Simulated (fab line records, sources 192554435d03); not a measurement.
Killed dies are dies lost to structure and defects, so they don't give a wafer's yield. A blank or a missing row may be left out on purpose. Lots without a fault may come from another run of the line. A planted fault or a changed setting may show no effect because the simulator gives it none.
Which tool did it? | flow n5_finfet | 24 lots, 72 wafers sampled, at 5 steps of a route of 1938

WHAT THE GAUGES READ, wafer by wafer
N5_BEOL_M2_THK_MEAS_01. Usual: M2_ILD_THK 79.1 nm, standard deviation 1.
lot  | measured     | on            | M2_ILD_THK (nm) | flag
L074 | day 6 09:29  | film_metro-02 | 76.8 77.7 78.7  |
L075 | day 6 12:10  | film_metro-02 | 79.6 80.4 80.1  |
L076 | day 6 18:10  | film_metro-02 | 78.2 79.0 80.1  |
L077 | day 7 04:49  | film_metro-02 | 80.2 80.8 81.6  |
L078 | day 7 10:43  | film_metro-01 | 79.8 80.0 80.1  |
L079 | day 7 13:53  | film_metro-02 | 78.5 78.3 77.9  |
L080 | day 8 06:17  | film_metro-01 | 79.1 79.0 80.7  |
L081 | day 8 09:43  | film_metro-02 | 78.9 79.5 80.1  |
L082 | day 8 10:58  | film_metro-02 | 78.2 80.4 79.7  |
L083 | day 8 15:22  | film_metro-01 | 79.2 79.6 79.0  |
L084 | day 8 16:01  | film_metro-02 | 77.0 78.5 79.5  |
L086 | day 9 11:11  | film_metro-01 | 76.2 79.3 78.1  |
L085 | day 9 16:56  | film_metro-01 | 77.8 78.4 80.0  |
L087 | day 9 17:52  | film_metro-01 | 79.4 80.8 80.3  |
L088 | day 9 22:47  | film_metro-02 | 79.1 80.3 79.9  |
L089 | day 10 04:34 | film_metro-01 | 78.1 79.6 78.8  |
L090 | day 10 10:35 | film_metro-01 | 80.3 78.6 79.0  |
L091 | day 10 19:19 | film_metro-02 | 78.4 78.4 79.4  |
L093 | day 11 01:04 | film_metro-01 | 78.7 77.7 79.3  |
L092 | day 11 01:19 | film_metro-01 | 78.6 79.1 78.0  |
L094 | day 11 11:46 | film_metro-02 | 79.9 79.3 79.6  |
L095 | day 11 22:39 | film_metro-02 | 79.3 80.6 79.8  |
L096 | day 12 02:43 | film_metro-02 | 78.0 80.1 79.6  |
L097 | day 12 14:17 | film_metro-02 | 77.7 78.5 79.1  |

N5_BEOL_M2_CD_MEAS_35: target cd 18 nm, target cd y 22.2 nm. Usual: cd_nm 18.0 nm, standard deviation 0.46.
lot  | measured     | on        | cd_nm (nm)     | flag
L074 | day 6 17:27  | cd_sem-03 | 18.4 17.8 18.5 |
L075 | day 6 17:26  | cd_sem-01 | 18.5 18.4 17.8 |
L076 | day 7 01:16  | cd_sem-03 | 18.0 18.0 18.2 |
L077 | day 7 09:55  | cd_sem-03 | 18.6 18.5 18.5 |
L078 | day 7 13:43  | cd_sem-01 | 18.5 18.3 17.9 |
L079 | day 8 02:45  | cd_sem-01 | 17.6 17.9 18.0 |
L080 | day 8 09:11  | cd_sem-01 | 18.1 18.6 18.7 |
L081 | day 8 14:38  | cd_sem-01 | 18.5 17.8 17.6 |
L082 | day 8 14:50  | cd_sem-02 | 18.0 18.6 17.5 |
L083 | day 8 19:23  | cd_sem-01 | 18.4 18.1 18.1 |
L084 | day 8 22:51  | cd_sem-03 | 17.4 17.6 18.2 |
L086 | day 9 16:35  | cd_sem-02 | 18.2 17.9 17.7 |
L085 | day 9 22:00  | cd_sem-02 | 17.6 18.3 17.9 |
L087 | day 9 23:28  | cd_sem-02 | 17.6 18.1 18.1 |
L088 | day 10 04:50 | cd_sem-02 | 17.6 17.2 17.9 |
L089 | day 10 15:20 | cd_sem-01 | 17.5 17.9 17.4 |
L090 | day 10 18:48 | cd_sem-03 | 18.4 17.8 17.9 |
L091 | day 11 00:33 | cd_sem-03 | 17.3 18.1 17.7 |
L093 | day 11 12:58 | cd_sem-02 | 18.5 17.8 18.7 |
L092 | day 11 17:57 | cd_sem-02 | 17.7 17.1 17.6 |
L094 | day 12 02:01 | cd_sem-01 | 18.1 17.2 18.3 |
L095 | day 12 07:55 | cd_sem-01 | 17.5 18.2 18.1 |
L096 | day 13 01:33 | cd_sem-01 | 18.2 19.6 17.6 |
L097 | day 13 04:04 | cd_sem-03 | 17.9 18.4 17.5 |

WHICH TOOL RAN EACH LOT (tool, then ch and the chambers of the sampled wafers, then the start)
lot  | N5_BEOL_M1_DEP_57               | N5_BEOL_M2_PECVD_72             | N5_BEOL_M2_STRIP_97
L074 | pecvd-04 ch 0,1, day 6 09:17    | pecvd-04 ch 0,2, day 6 09:32    | rie_diel-06 ch 2,3, day 6 17:27 or earlier
L075 | pecvd-03 ch 0,1, day 6 11:58    | pecvd-01 ch 0,1,2, day 6 12:13  | rie_diel-04 ch 0,1,3, day 6 17:26 or earlier
L076 | pecvd-02 ch 0,1, day 6 17:58    | pecvd-01 ch 0,2, day 6 18:12    | rie_diel-04 ch 0,1,3, day 7 01:16 or earlier
L077 | pecvd-02 ch 0,1,2, day 7 04:37  | pecvd-02 ch 0,1,2, day 7 04:51  | rie_diel-04 ch 1,2,3, day 7 09:55 or earlier
L078 | pecvd-03 ch 0,2, day 7 10:31    | pecvd-04 ch 0,1, day 7 10:45    | rie_diel-04 ch 0,2,3, day 7 13:43 or earlier
L079 | pecvd-03 ch 0,1,2, day 7 13:41  | pecvd-01 ch 0,1,2, day 7 13:56  | rie_diel-04 ch 0,2,3, day 8 02:45 or earlier
L080 | pecvd-04 ch 1,2, day 8 06:05    | pecvd-02 ch 0,1, day 8 06:19    | rie_diel-04 ch 0,2, day 8 09:11 or earlier
L081 | pecvd-02 ch 1,2, day 8 09:31    | pecvd-04 ch 0,1,2, day 8 09:46  | rie_diel-05 ch 0,2, day 8 14:38 or earlier
L082 | pecvd-02 ch 0,1,2, day 8 10:46  | pecvd-04 ch 0,1, day 8 11:00    | rie_diel-06 ch 0,1,2, day 8 14:50 or earlier
L083 | pecvd-02 ch 1,2, day 8 15:10    | pecvd-02 ch 1,2, day 8 15:24    | rie_diel-05 ch 0,2, day 8 19:23 or earlier
L084 | pecvd-02 ch 0,1, day 8 15:49    | pecvd-04 ch 1,2, day 8 16:02    | rie_diel-04 ch 0,2,3, day 8 22:51 or earlier
L086 | pecvd-04 ch 0,1, day 9 10:58    | pecvd-01 ch 0, day 9 11:13      | rie_diel-06 ch 1,2, day 9 16:35 or earlier
L085 | pecvd-04 ch 0,2, day 9 16:42    | pecvd-02 ch 0,1, day 9 16:58    | rie_diel-04 ch 1,2,3, day 9 22:00 or earlier
L087 | pecvd-04 ch 0,2, day 9 17:38    | pecvd-04 ch 0,2, day 9 17:54    | rie_diel-06 ch 1,2, day 9 23:28 or earlier
L088 | pecvd-03 ch 1,2, day 9 22:34    | pecvd-01 ch 0,1, day 9 22:49    | rie_diel-05 ch 1,2, day 10 04:50 or earlier
L089 | pecvd-03 ch 0,1,2, day 10 04:21 | pecvd-02 ch 0,1, day 10 04:36   | rie_diel-05 ch 0,2, day 10 15:20 or earlier
L090 | pecvd-04 ch 0,1,2, day 10 10:22 | pecvd-01 ch 0,1,2, day 10 10:37 | rie_diel-04 ch 0,1,2, day 10 18:48 or earlier
L091 | pecvd-02 ch 0,2, day 10 19:08   | pecvd-01 ch 0,1, day 10 19:22   | rie_diel-05 ch 1,2,3, day 11 00:33 or earlier
L093 | pecvd-03 ch 0,1,2, day 11 00:51 | pecvd-02 ch 0,2, day 11 01:07   | rie_diel-05 ch 0,2, day 11 12:58 or earlier
L092 | pecvd-03 ch 0,2, day 11 01:07   | pecvd-02 ch 1,2, day 11 01:21   | rie_diel-05 ch 0,2,3, day 11 17:57 or earlier
L094 | pecvd-03 ch 0,1,2, day 11 11:34 | pecvd-04 ch 0,2, day 11 11:48   | rie_diel-04 ch 2,3, day 12 02:01 or earlier
L095 | pecvd-04 ch 1,2, day 11 22:27   | pecvd-04 ch 1,2, day 11 22:41   | rie_diel-04 ch 2,3, day 12 07:55 or earlier
L096 | pecvd-03 ch 1,2, day 12 02:31   | pecvd-01 ch 0,1,2, day 12 02:46 | rie_diel-06 ch 1,2, day 13 01:33 or earlier
L097 | pecvd-04 ch 0,1,2, day 12 14:05 | pecvd-01 ch 1,2, day 12 14:20   | rie_diel-04 ch 0,3, day 13 04:04 or earlier
- N5_BEOL_M1_DEP_57: deposits SiCN from 3MS/NH3, target thk 8 nm, time 14 s.
- N5_BEOL_M2_PECVD_72: deposits SiO2 from TEOS/O2, target thk 16 nm, time 18 s.
- N5_BEOL_M2_STRIP_97: strips in N2/H2, time 10 s.

WHAT THE TOOLS THEMSELVES READ (means of the sampled wafers that have a number; where no wafer has one, the mark that the record gives instead)
N5_BEOL_M1_DEP_57. Usual: showerhead_plenum_p_Torr 3.667 Torr, standard deviation 0.0096; throttle_valve_pct 9.1 %, standard deviation 0.59.
lot  | tool     | showerhead_plenum_p_Torr (Torr) | throttle_valve_pct (%) | flag
L074 | pecvd-04 | 3.659                           | 9.8                    |
L075 | pecvd-03 | 3.672                           | 9.1                    |
L076 | pecvd-02 | 3.662                           | 8.9                    |
L077 | pecvd-02 | 3.672                           | 9.1                    |
L078 | pecvd-03 | 3.676                           | 9.1                    |
L079 | pecvd-03 | 3.667                           | 9.0                    |
L080 | pecvd-04 | 3.670                           | 8.6                    |
L081 | pecvd-02 | 3.667                           | 9.1                    |
L082 | pecvd-02 | 3.668                           | 9.0                    |
L083 | pecvd-02 | 3.670                           | 8.9                    |
L084 | pecvd-02 | 3.666                           | 9.0                    |
L086 | pecvd-04 | 3.661                           | 9.7                    |
L085 | pecvd-04 | 3.657                           | 9.1                    |
L087 | pecvd-04 | 3.660                           | 9.1                    |
L088 | pecvd-03 | 3.671                           | 8.9                    |
L089 | pecvd-03 | 3.670                           | 8.9                    |
L090 | pecvd-04 | 3.657                           | 9.2                    |
L091 | pecvd-02 | 3.676                           | 8.6                    |
L093 | pecvd-03 | 3.673                           | 9.0                    |
L092 | pecvd-03 | 3.672                           | 9.1                    |
L094 | pecvd-03 | 3.668                           | 9.1                    |
L095 | pecvd-04 | 3.661                           | 8.6                    |
L096 | pecvd-03 | 3.662                           | 8.9                    |
L097 | pecvd-04 | 3.662                           | 9.2                    |

N5_BEOL_M2_PECVD_72. Usual: heater_power_w 719 W, standard deviation 120; showerhead_plenum_p_Torr 8.75 Torr, standard deviation 0.058; susceptor_temp_C 400.00 C, standard deviation 0.21; throttle_valve_pct 22.4 %, standard deviation 1.4.
lot  | tool     | heater_power_w (W) | showerhead_plenum_p_Torr (Torr) | susceptor_temp_C (C) | throttle_valve_pct (%) | flag
L074 | pecvd-04 | 727                | 8.74                            | 399.99               | 24.0                   |
L075 | pecvd-01 | 860                | 8.70                            | 400.13               | 22.3                   |
L076 | pecvd-01 | 720                | 8.71                            | 399.77               | 22.0                   |
L077 | pecvd-02 | 602                | 8.82                            | 400.04               | 22.4                   |
L078 | pecvd-04 | 649                | 8.78                            | 400.16               | 22.6                   |
L079 | pecvd-01 | 772                | 8.70                            | 399.98               | 22.3                   |
L080 | pecvd-02 | 657                | 8.78                            | 399.82               | 22.6                   |
L081 | pecvd-04 | 703                | 8.76                            | 399.81               | 22.5                   |
L082 | pecvd-04 | 689                | 8.74                            | 400.17               | 24.2                   |
L083 | pecvd-02 | 526                | 8.82                            | 400.06               | 22.2                   |
L084 | pecvd-04 | 700                | 8.77                            | 400.25               | 21.2                   |
L086 | pecvd-01 | 685                | 8.71                            | 399.85               | 21.6                   |
L085 | pecvd-02 | 688                | 8.81                            | 400.19               | 22.8                   |
L087 | pecvd-04 | 749                | 8.75                            | 400.08               | 22.7                   |
L088 | pecvd-01 | 792                | 8.68                            | 400.11               | 22.2                   |
L089 | pecvd-02 | 668                | 8.80                            | 399.91               | 22.9                   |
L090 | pecvd-01 | 798                | 8.70                            | 399.89               | 22.4                   |
L091 | pecvd-01 | 719                | 8.69                            | 399.95               | 21.9                   |
L093 | pecvd-02 | 623                | 8.84                            | 399.68               | 22.2                   |
L092 | pecvd-02 | 615                | 8.80                            | 399.92               | 20.9                   |
L094 | pecvd-04 | 778                | 8.74                            | 400.05               | 24.2                   |
L095 | pecvd-04 | 722                | 8.78                            | 400.11               | 21.1                   |
L096 | pecvd-01 | 763                | 8.69                            | 400.08               | 22.4                   |
L097 | pecvd-01 | 911                | 8.68                            | 399.87               | 22.7                   |

N5_BEOL_M2_STRIP_97. Usual: bias_power_w 6.997 W, standard deviation 0.019; drypump_motor_current_A 5.6 A, standard deviation 0.37; n2_flow_sccm 200.0 sccm, standard deviation 0.6; oes_product_au 0.77 a.u., standard deviation 0.1; rf_vpp_V 59.1 V, standard deviation 0.92; showerhead_plenum_p_Torr 2.52 Torr, standard deviation 0.099; throttle_valve_pct 23.5 %, standard deviation 0.41.
lot  | tool        | bias_power_w (W) | drypump_motor_current_A (A) | n2_flow_sccm (sccm) | oes_product_au (a.u.) | rf_vpp_V (V) | showerhead_plenum_p_Torr (Torr) | throttle_valve_pct (%) | flag
L074 | rie_diel-06 | 7.000            | 5.8                         | 199.8               | 0.76                  | 58.5         | 2.45                            | 23.9                   |
L075 | rie_diel-04 | 7.017            | 5.4                         | 200.1               | 0.77                  | 59.1         | 2.44                            | 23.2                   |
L076 | rie_diel-04 | 6.980            | 5.4                         | 199.8               | 0.77                  | 58.0         | 2.44                            | 23.2                   |
L077 | rie_diel-04 | 7.007            | 5.4                         | 199.6               | 0.78                  | 59.0         | 2.52                            | 23.3                   |
L078 | rie_diel-04 | 6.976            | 5.5                         | 199.9               | 0.77                  | 59.6         | 2.51                            | 23.5                   |
L079 | rie_diel-04 | 7.012            | 5.6                         | 199.8               | 0.77                  | 59.5         | 2.51                            | 23.5                   |
L080 | rie_diel-04 | 6.996            | 5.8                         | 200.1               | 0.71                  | 58.7         | 2.57                            | 23.9                   |
L081 | rie_diel-05 | 6.980            | 5.3                         | 199.6               | 0.70                  | 58.3         | 2.54                            | 23.5                   |
L082 | rie_diel-06 | 6.987            | 6.0                         | 199.7               | 0.68                  | 59.3         | 2.47                            | 23.9                   |
L083 | rie_diel-05 | 7.007            | 5.5                         | 200.2               | 0.68                  | 59.6         | 2.46                            | 23.5                   |
L084 | rie_diel-04 | 7.007            | 5.6                         | 199.9               | 0.76                  | 59.4         | 2.50                            | 23.5                   |
L086 | rie_diel-06 | 7.000            | 5.6                         | 200.3               | 0.68                  | 58.5         | 2.45                            | 24.0                   |
L085 | rie_diel-04 | 7.006            | 5.4                         | 200.1               | 0.75                  | 58.8         | 2.51                            | 23.3                   |
L087 | rie_diel-06 | 7.007            | 5.6                         | 201.0               | 0.69                  | 58.4         | 2.45                            | 24.0                   |
L088 | rie_diel-05 | 7.034            | 5.8                         | 200.2               | 0.79                  | 59.6         | 2.54                            | 23.6                   |
L089 | rie_diel-05 | 6.984            | 5.5                         | 200.2               | 0.86                  | 60.0         | 2.66                            | 23.2                   |
L090 | rie_diel-04 | 6.996            | 5.5                         | 200.2               | 0.78                  | 58.9         | 2.59                            | 23.5                   |
L091 | rie_diel-05 | 6.989            | 5.6                         | 200.1               | 0.83                  | 59.5         | 2.54                            | 23.8                   |
L093 | rie_diel-05 | 6.979            | 5.5                         | 198.9               | 0.84                  | 59.8         | 2.66                            | 23.2                   |
L092 | rie_diel-05 | 6.986            | 5.5                         | 200.0               | 0.86                  | 59.6         | 2.60                            | 23.6                   |
L094 | rie_diel-04 | 7.006            | 5.7                         | 200.2               | 0.74                  | 59.0         | 2.57                            | 23.6                   |
L095 | rie_diel-04 | 7.004            | 5.5                         | 200.0               | 0.78                  | 58.8         | 2.52                            | 23.3                   |
L096 | rie_diel-06 | 6.986            | 5.8                         | 200.2               | 0.86                  | 59.2         | 2.46                            | 23.7                   |
L097 | rie_diel-04 | 6.997            | 5.4                         | 200.7               | 0.85                  | 58.8         | 2.54                            | 23.2                   |

THE ANSWER, worked out from the rows above alone
Rule: a lot is off if the mean of its wafers that have a number lies more than 3 standard deviations from the usual mean. A lot without any number at a reading at which 4 lots or more have one is off too. The other lots that the step has rows for count as sound. The gauges are gone through in route order, then the tools' own readings, and for those a lot's mean is taken as printed above. The first step at which some lot is off is used, and at that step the reading that is off furthest; a lot without a number counts as furthest.
No lot is off at any reading shown: from this, nothing can be told.

WHAT THE SIMULATOR HAD PUT IN
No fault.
